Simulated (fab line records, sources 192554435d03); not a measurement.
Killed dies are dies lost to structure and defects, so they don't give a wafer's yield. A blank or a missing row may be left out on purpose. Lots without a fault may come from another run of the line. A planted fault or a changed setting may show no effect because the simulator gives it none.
fab line records | flow n5_finfet
record lots=7 wafers=39
route steps=1938 shown FIN_SAQP@130 MOL_CONTACT_COAG@537 BEOL_M0_SAQP@698 BEOL_M0_CUTY@701 BEOL_M0@715
start_h: hours from the record's first day to the start of the lot's first wafer shown | wait_h: hours since the lot's step before | " the same as in the row above | L1.1+2: a row that stands for several wafers | - no value, or no start given | * or withheld: withheld | < > ~ a bound
route shown NAME@n: a module of which the file shows steps, and the number in the route of the first | usual: mean/standard deviation of fault-free wafers | same: alike in all rows | chamber/n: place in a boat | sites: the reading at each site | _std_site: their standard deviation | _edge_site: outer sites' mean less inner sites' | radius_mm: how far each site lies from the wafer's centre | mask NAME#n: copy n | behind: the tool/chamber that last shaped the wafer | hold: why the lot was held/for how many hours/how that ended | device: the transistor (n, p or np) that didn't switch | end of line: the same wafers' tests at the end of the route | a step without rows: its recipe alone | killed: dies lost to structure and defects at the first sort, not the wafer's yield | map: a wafer's dies, x killed, . not, _ none there
set.NAME: the setting as run; set.NAME@STEP: as run at that earlier step | model.NAME: the simulator's own value behind a step, which no gauge read
lots whose settings were changed on purpose; a table a step, a row a wafer
## steps
# step N5_FIN_SAQP_ETCH_65
# recipe chemistry=CF4 target=SiO2 target_depth_a=40 ion_energy_ev=350 time_s=4.4 pressure_mtorr=10 icp_w=800 bias_w=400 cf4_flow_sccm=80
# columns lot.wafer tool chamber start_h wait_h set.time_s model.etch.depth_nm
L077.1 rie_si-05 2 42.67 0.1 2.823 2.49
L077.2 " 3 " " 2.823 2.578
L077.3 " 1 " " 2.823 2.522
L077.4 " 0 " " 4.4 3.966
L077.5 " 2 " " 4.4 3.911
L077.6 " 3 " " 4.4 4.005
L079.1 rie_si-06 0 55.47 0.1 6.492 5.767
L079.2 " 3 " " 6.492 5.769
L079.3 " 1 " " 4.4 3.961
L079.4 " 2 " " 4.4 4.004
L079.5 " 2 " " 6.492 5.939
L079.6 " 1 " " 4.4 3.939
L082.1 rie_si-06 0 73.38 0.1 4.4 3.957
L082.2 " 3 " " 4.4 3.92
L082.3 " 2 " " 4.4 4.026
L082.4 " 1 " " 4.4 3.956
L082.5 " 3 " " 4.4 3.924
L082.6 " 2 " " 4.4 3.973
L088.1 rie_si-05 1 108.18 0.1 4.4 3.917
L088.2 " 3 " " 2.366 2.167
L088.3 " 2 " " 2.366 2.104
L088.4 " 0 " " 2.366 2.129
L088.5 " 3 " " 4.4 4.026
L088.6 " 0 " " 4.4 3.965
L089.1 rie_si-05 3 114.64 0.1 6.553 5.991
L089.2 " 1 " " 4.4 3.931
L089.3 " 2 " " 4.4 3.947
L089.4 " 0 " " 4.4 3.963
L089.5 " 0 " " 6.553 5.925
L089.6 " 1 " " 6.553 5.841
L094.1 rie_si-05 3 146.88 0.1 4.4 3.965
L094.2 " 2 " " 6.805 6.013
L094.3 " 0 " " 4.4 3.959
L094.4 " 1 " " 6.805 6.039
L094.5 " 2 " " 6.805 5.991
L094.6 " 3 " " 4.4 3.978
L095.1 rie_si-03 0 152.93 0.1 4.4 3.936
L095.2 " 3 " " 4.4 3.987
L095.4 " 1 " " 4.4 4.087
# step N5_MOL_CONTACT_COAG_ETCH_15
# recipe chemistry=CH3F/O2 target=SiNx target_depth_a=70 mask_material=SOC stop_on=Si:P over_etch_frac=0.75 ion_energy_ev=120 pressure_mtorr=30 source_w=395 bias_w=73 Ar_flow_sccm=150 CH3F_flow_sccm=30 O2_flow_sccm=20
# columns lot.wafer tool chamber start_h wait_h set.target_depth_a model.SOC_of_MOL_CONTACT_COAG_COAT_103.thk_nm
L077.1+2 rie_diel-01 2,3 107.13 0.0 70 74.8
L077.3 " 1 " " 96.64 73.2
L077.4 " 2 " " 96.64 73.8
L077.5 " 3 " " 96.64 73.6
L077.6 " 1 " " 70 75
L079.1 rie_diel-06 0 121.11 0.0 81.62 74.4
L079.2+3 " 3,1 " " 70 75
L079.4 " 2 " " 70 74.6
L079.5+6 " 1,0 " " 81.62 74.6
L082.1+6 rie_diel-05 0,2 138.84 0.0 32.03 77.2
L082.2 " 2 " " 32.03 77
L082.3 " 1 " " 70 75.2
L082.4+5 " 3 " " 70 75.4
L088.1+2+3+5+6 rie_diel-06 2,0,1,1,0 172.06 0.0 70 75.4
L088.4 " 2 " " 70 75.2
L089.1 rie_diel-05 2 177.50 0.0 70 74.8
L089.2 " 3 " " 70 75
L089.3 " 0 " " 70 75.2
L089.4+6 " 1,3 " " 44.37 76.4
L089.5 " 2 " " 44.37 76.2
L094.1 rie_diel-06 3 209.03 0.0 70 75
L094.2+5+6 " 2,0,1 " " 70 75.4
L094.3+4 " 1,0 " " 70 75.2
L095.1 rie_diel-01 2 219.38 0.0 70 74.8
L095.2 " 1 " " 70 75.2
L095.4 " 3 " " 70 75.6
# step N5_MOL_CONTACT_COAG_ETCH_110
# recipe chemistry=CF4/O2 target=Si target_depth_a=25 time_s=8 pressure_mtorr=100 source_w=200 bias_w=12 ion_energy_ev=60 Ar_flow_sccm=100 cf4_flow_sccm=100 O2_flow_sccm=10
# columns lot.wafer tool chamber start_h wait_h set.target_depth_a@MOL_CONTACT_COAG_ETCH_15 model.SOC_of_MOL_CONTACT_COAG_COAT_103.thk_nm
L077.1+6 rie_diel-01 2,1 107.19 0.0 70 73.4
L077.2 " 3 " " 70 73.2
L077.3 " 1 " " 96.64 71.8
L077.4+5 " 2,3 " " 96.64 72.2
L079.1+5+6 rie_diel-06 0,1,0 121.17 0.0 81.62 73
L079.2 " 3 " " 70 73.4
L079.3 " 1 " " 70 73.6
L079.4 " 2 " " 70 73.2
L082.1 rie_diel-05 0 138.90 0.0 32.03 75.8
L082.2 " 2 " " 32.03 75.4
L082.3+4 " 1,3 " " 70 73.8
L082.5 " 3 " " 70 74
L082.6 " 2 " " 32.03 75.6
L088.1+3+4 rie_diel-06 2,1,2 172.12 0.0 70 73.8
L088.2+5+6 " 0,1,0 " " 70 74
L089.1+2 rie_diel-05 2,3 177.56 0.0 70 73.4
L089.3 " 0 " " 70 73.6
L089.4 " 1 " " 44.37 74.8
L089.5 " 2 " " 44.37 74.6
L089.6 " 3 " " 44.37 75
L094.1 rie_diel-06 3 209.09 0.0 70 73.4
L094.2+4 " 2,0 " " 70 73.8
L094.3 " 1 " " 70 73.6
L094.5+6 " 0,1 " " 70 74
L095.1 rie_diel-01 2 219.44 0.0 70 73.2
L095.2 " 1 " " 70 73.8
L095.4 " 3 " " 70 74
# step N5_BEOL_M0_SAQP_ALD_48
# recipe material=SiO2 target_thk_a=200 temp_c=100 ald_precursor_family=BDEAS ald_co_reactant=O2-plasma pulse_time_s=1 co_reactant_pulse_time_s=1 purge_time_s=2 co_reactant_purge_time_s=2 ald_cycles=139 pressure_torr=2
# columns lot.wafer tool chamber start_h wait_h set.ald_cycles model.SiO2_of_BEOL_M0_SAQP_ALD_48.thk_nm
L077.1+4 ald_sin-02 1,0 139.13 0.0 74 10.8
L077.2+6 " 3,0 " " 139 20
L077.3 " 2 " " 74 10.6
L077.5 " 3 " " 139 20.2
L079.1+2+3+4+6 ald_sin-01 2,1,0,3,2 143.19 0.0 139 20
L079.5 " 3 " " 139 19.8
L082.1 ald_sin-02 0 162.83 0.0 183 26.2
L082.2+3 " 1,3 " " 183 26.4
L082.4+5+6 " 2,1,0 " " 139 20
L088.1+6 ald_sin-03 0,3 196.54 0.2 139 20.2
L088.2+4+5 " 2,1,2 " " 215 31
L088.3 " 3 " " 139 20
L089.1+3+4+5 ald_sin-03 3,1,0,2 201.14 0.0 139 20.2
L089.2+6 " 2,1 " " 139 20
L094.1+3 ald_sin-02 3,1 241.18 0.2 139 20.2
L094.2+4+5 " 2,0,1 " " 139 20
L094.6 " 2 " " 139 19.8
L095.1+4 ald_sin-03 2,0 243.72 0.1 139 20
L095.2 " 3 " " 139 20.2
# step N5_BEOL_M0_SAQP_ETCH_49
# recipe chemistry=CF4/O2 target_depth_a=370 target=SiO2 pressure_mtorr=40 source_w=535 bias_w=49 Ar_flow_sccm=100 cf4_flow_sccm=100 O2_flow_sccm=10 ion_energy_ev=100
# columns lot.wafer tool chamber start_h wait_h set.ald_cycles@BEOL_M0_SAQP_ALD_48 model.SiO2_of_BEOL_M0_SAQP_ALD_48.thk_nm
L077.1 rie_diel-03 3 139.66 0.3 74 7.8
L077.2+5 " 1,0 " " 139 14.4
L077.3 " 0 " " 74 7.2
L077.4 " 2 " " 74 6.8
L077.6 " 3 " " 139 14.6
L079.1+2 rie_diel-04 2,0 143.72 0.3 139 15.4
L079.3+5 " 1 " " 139 14.8
L079.4 " 0 " " 139 15.6
L079.6 " 2 " " 139 15.2
L082.1 rie_diel-03 2 163.36 0.3 183 18.8
L082.2 " 3 " " 183 19.8
L082.3 " 0 " " 183 19.6
L082.4 " 2 " " 139 14
L082.5 " 0 " " 139 15
L082.6 " 3 " " 139 14.8
L088.1 rie_diel-04 0 197.06 0.3 139 15.4
L088.2 " 1 " " 215 22.2
L088.3+6 " 3,2 " " 139 13.6
L088.4 " 2 " " 215 21.2
L088.5 " 3 " " 215 21.8
L089.1 rie_diel-04 0 201.67 0.3 139 14.6
L089.2 " 3 " " 139 14.2
L089.3 " 2 " " 139 13.6
L089.4 " 1 " " 139 14.8
L089.5 " 1 " " 139 14.4
L089.6 " 0 " " 139 15
L094.1 rie_diel-02 2 241.71 0.3 139 15.4
L094.2+3 " 0,3 " " 139 14.8
L094.4 " 1 " " 139 13.8
L094.5 " 3 " " 139 15
L094.6 " 2 " " 139 15.2
L095.1 rie_diel-02 1 244.25 0.3 139 13.4
L095.2 " 2 " " 139 15.4
L095.4 " 0 " " 139 14.6
# step N5_BEOL_M0_SAQP_STRIP_75
# recipe chemistry=CF4 resist=SiARC power_w=300 bias_power_w=75 pressure_mtorr=50 cf4_flow_sccm=150 rf_frequency_hz=6e+07
# columns lot.wafer tool chamber start_h wait_h set.ald_cycles@BEOL_M0_SAQP_ALD_48 model.SiO2_of_BEOL_M0_SAQP_ALD_48.thk_nm
L077.1 rie_diel-03 3 139.76 0.1 74 7.8
L077.2+5 " 1,0 " " 139 14.2
L077.3 " 0 " " 74 7
L077.4 " 2 " " 74 6.6
L077.6 " 3 " " 139 14.4
L079.1 rie_diel-04 2 143.82 0.1 139 15.2
L079.2+6 " 0,2 " " 139 15
L079.3 " 1 " " 139 14.6
L079.4 " 0 " " 139 15.4
L079.5 " 1 " " 139 14.4
L082.1 rie_diel-03 2 163.46 0.1 183 18.6
L082.2 " 3 " " 183 19.4
L082.3 " 0 " " 183 19.2
L082.4 " 2 " " 139 13.8
L082.5+6 " 0,3 " " 139 14.6
L088.1 rie_diel-04 0 197.16 0.1 139 15
L088.2 " 1 " " 215 21.8
L088.3+6 " 3,2 " " 139 13.4
L088.4 " 2 " " 215 21
L088.5 " 3 " " 215 21.4
L089.1 rie_diel-04 0 201.77 0.1 139 14.4
L089.2+5 " 3,1 " " 139 14
L089.3 " 2 " " 139 13.4
L089.4 " 1 " " 139 14.6
L089.6 " 0 " " 139 14.8
L094.1+6 rie_diel-02 2 241.81 0.1 139 15
L094.2 " 0 " " 139 14.4
L094.3 " 3 " " 139 14.6
L094.4 " 1 " " 139 13.6
L094.5 " 3 " " 139 14.8
L095.1 rie_diel-02 1 244.35 0.1 139 13.2
L095.2 " 2 " " 139 15.2
L095.4 " 0 " " 139 14.4
# step N5_BEOL_M0_CUTY_COAT_50
# recipe resist=SiARC temp_c=220 time_s=60 spin_rpm=1500 resist_thk_nm=15
# step N5_BEOL_M0_CUTY_COAT_51
# recipe resist=CAR-ArF-block spin_rpm=1500 resist_thk_nm=150
# step N5_BEOL_M0_CUTY_DESCUM_61
# recipe chemistry=O2 time_s=7.9 source_power_w=50 bias_power_w=20 pressure_mtorr=20 rf_frequency_hz=2.712e+07 temp_c=40 resist=CAR-ArF-block o2_flow_sccm=225
# step N5_BEOL_M0_CUTY_ETCH_62
# recipe chemistry=CF4 target=SiARC mask_material=CAR-ArF-block time_s=58.5 ion_energy_ev=80 pressure_mtorr=40 source_w=545 bias_w=36 Ar_flow_sccm=100 cf4_flow_sccm=100 ends=cleared
# columns lot.wafer tool chamber start_h wait_h set.ald_cycles@BEOL_M0_SAQP_ALD_48 model.SiO2_of_BEOL_M0_SAQP_ALD_48.thk_nm
L077.1 rie_diel-01 2 141.55 0.0 74 7
L077.2+5 " 1 " " 139 12.8
L077.3 " 3 " " 74 6.4
L077.4 " 0 " " 74 6
L077.6 " 2 " " 139 13
L079.1+2 rie_diel-01 2,0 145.42 0.0 139 13.6
L079.3 " 1 " " 139 13.2
L079.4 " 3 " " 139 14
L079.5 " 2 " " 139 13
L079.6 " 3 " " 139 13.4
L082.1 rie_diel-06 2 163.86 0.0 183 16.8
L082.2 " 3 " " 183 17.6
L082.3 " 1 " " 183 17.4
L082.4 " 1 " " 139 12.4
L082.5+6 " 3,2 " " 139 13.2
L088.1 rie_diel-06 1 197.68 0.0 139 13.6
L088.2 " 2 " " 215 19.8
L088.3 " 3 " " 139 12.2
L088.4 " 0 " " 215 18.8
L088.5 " 1 " " 215 19.4
L088.6 " 2 " " 139 12
L089.1 rie_diel-05 1 202.47 0.0 139 13
L089.2+5 " 2 " " 139 12.6
L089.3 " 0 " " 139 12
L089.4 " 1 " " 139 13.2
L089.6 " 0 " " 139 13.4
L094.1 rie_diel-06 0 242.89 0.0 139 13.6
L094.2 " 1 " " 139 13
L094.3 " 3 " " 139 13.2
L094.4 " 2 " " 139 12.2
L094.5+6 " 2,1 " " 139 13.4
L095.1 rie_diel-06 3 245.67 0.0 139 12
L095.2 " 2 " " 139 13.6
L095.4 " 1 " " 139 13
# step N5_BEOL_M0_CUTY_ETCH_63
# recipe chemistry=N2/H2 target=SOC target_depth_a=827 overetch_a=165 mask_material=SiARC temp_c=40 ion_energy_ev=200 time_s=124 pressure_mtorr=30 source_w=840 bias_w=150 n2_flow_sccm=200 h2_flow_sccm=200
# columns lot.wafer tool chamber start_h wait_h set.ald_cycles@BEOL_M0_SAQP_ALD_48 model.SiO2_of_BEOL_M0_SAQP_ALD_48.thk_nm
L077.1 rie_diel-01 2 141.60 0.0 74 6.6
L077.2+5 " 1 " " 139 12
L077.3 " 3 " " 74 6
L077.4 " 0 " " 74 5.6
L077.6 " 2 " " 139 12.2
L079.1+2 rie_diel-01 2,0 145.47 0.0 139 12.8
L079.3 " 1 " " 139 12.4
L079.4 " 3 " " 139 13
L079.5 " 2 " " 139 12.2
L079.6 " 3 " " 139 12.6
L082.1 rie_diel-06 2 163.91 0.0 183 15.8
L082.2 " 3 " " 183 16.4
L082.3 " 1 " " 183 16.2
L082.4 " 1 " " 139 11.8
L082.5+6 " 3,2 " " 139 12.4
L088.1 rie_diel-06 1 197.73 0.0 139 12.8
L088.2 " 2 " " 215 18.6
L088.3+6 " 3,2 " " 139 11.4
L088.4 " 0 " " 215 17.8
L088.5 " 1 " " 215 18.2
L089.1 rie_diel-05 1 202.51 0.0 139 12.2
L089.2 " 2 " " 139 11.8
L089.3 " 0 " " 139 11.4
L089.4+6 " 1,0 " " 139 12.4
L089.5 " 2 " " 139 12
L094.1 rie_diel-06 0 242.94 0.0 139 12.8
L094.2+3 " 1,3 " " 139 12.4
L094.4 " 2 " " 139 11.4
L094.5+6 " 2,1 " " 139 12.6
L095.1 rie_diel-06 3 245.71 0.0 139 11.2
L095.2 " 2 " " 139 12.8
L095.4 " 1 " " 139 12.2
# step N5_BEOL_M0_CUTY_STRIP_64
# recipe chemistry=N2/H2 temp_c=40 n2_flow_sccm=200 h2_flow_sccm=200 rf_frequency_hz=6e+07
# step N5_BEOL_M0_ETCH_138
# recipe chemistry=CH3F/O2 target_depth_a=120 target=SiCN time_s=31.6 ion_energy_ev=120 pressure_mtorr=30 source_w=395 bias_w=75 Ar_flow_sccm=150 CH3F_flow_sccm=30 O2_flow_sccm=20 ends=cleared
# step N5_BEOL_M0_HM_OPEN_105
# recipe chemistry=Cl2/BCl3 target_depth_a=120 target=TiN ion_energy_ev=150 pressure_mtorr=10 icp_w=1000 bias_w=126 Cl2_flow_sccm=53.25 bcl3_flow_sccm=21.75 Ar_flow_sccm=25
# step N5_BEOL_M0_STRIP_140
# recipe chemistry=CF4 resist=SiARC power_w=300 bias_power_w=75 pressure_mtorr=50 cf4_flow_sccm=150 rf_frequency_hz=6e+07
# columns lot.wafer tool chamber start_h wait_h set.ald_cycles@BEOL_M0_SAQP_ALD_48 model.SiO2_of_BEOL_M0_SAQP_ALD_48.thk_nm
L077.1 rie_diel-01 0 142.26 0.3 74 6
L077.2+6 " 3,1 " " 139 11.2
L077.3 " 1 " " 74 5.6
L077.4 " 2 " " 74 5.2
L077.5 " 2 " " 139 11
L079.1+2+6 rie_diel-01 0,3,1 149.38 0.1 139 11.8
L079.3+5 " 2,0 " " 139 11.4
L079.4 " 1 " " 139 12
L082.1 rie_diel-01 1 164.43 0.1 183 14.6
L082.2 " 2 " " 183 15.2
L082.3 " 0 " " 183 15
L082.4 " 3 " " 139 10.8
L082.5+6 " 1,0 " " 139 11.4
L088.1 rie_diel-01 2 199.11 0.1 139 11.8
L088.2 " 0 " " 215 17.2
L088.3 " 3 " " 139 10.6
L088.4 " 1 " " 215 16.4
L088.5 " 0 " " 215 16.8
L088.6 " 3 " " 139 10.4
L089.1+4 rie_diel-06 3,1 205.65 0.2 139 11.4
L089.2+5 " 0,1 " " 139 11
L089.3 " 2 " " 139 10.4
L089.6 " 0 " " 139 11.6
L094.1+6 rie_diel-05 3,1 243.72 0.2 139 11.8
L094.2+3 " 1,2 " " 139 11.4
L094.4 " 0 " " 139 10.6
L094.5 " 0 " " 139 11.6
L095.1 rie_diel-05 2 247.05 0.7 139 10.4
L095.2 " 0 " " 139 11.8
L095.4 " 1 " " 139 11.2
## key
split step=N5_FIN_SAQP_ETCH_65 setting=time_s stated=4.4 by=wafer
response step=N5_FIN_SAQP_ETCH_65 reading=model.etch.depth_nm change=+0.0391 per=1% r=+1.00
split step=N5_MOL_CONTACT_COAG_ETCH_15 setting=target_depth_a stated=70 by=wafer
response step=N5_MOL_CONTACT_COAG_ETCH_15 reading=model.SOC_of_MOL_CONTACT_COAG_COAT_103.thk_nm change=-0.0338 per=1% r=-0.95
response step=N5_MOL_CONTACT_COAG_ETCH_110 reading=model.SOC_of_MOL_CONTACT_COAG_COAT_103.thk_nm change=-0.0329 per=1% r=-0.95
split step=N5_BEOL_M0_SAQP_ALD_48 setting=ald_cycles stated=139 by=wafer
response step=N5_BEOL_M0_SAQP_ALD_48 reading=model.SiO2_of_BEOL_M0_SAQP_ALD_48.thk_nm change=+0.199 per=1% r=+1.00
response step=N5_BEOL_M0_SAQP_ETCH_49 reading=model.SiO2_of_BEOL_M0_SAQP_ALD_48.thk_nm change=+0.146 per=1% r=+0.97
response step=N5_BEOL_M0_SAQP_STRIP_75 reading=model.SiO2_of_BEOL_M0_SAQP_ALD_48.thk_nm change=+0.144 per=1% r=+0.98
response step=N5_BEOL_M0_CUTY_ETCH_62 reading=model.SiO2_of_BEOL_M0_SAQP_ALD_48.thk_nm change=+0.13 per=1% r=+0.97
response step=N5_BEOL_M0_CUTY_ETCH_63 reading=model.SiO2_of_BEOL_M0_SAQP_ALD_48.thk_nm change=+0.122 per=1% r=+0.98
response step=N5_BEOL_M0_STRIP_140 reading=model.SiO2_of_BEOL_M0_SAQP_ALD_48.thk_nm change=+0.113 per=1% r=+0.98
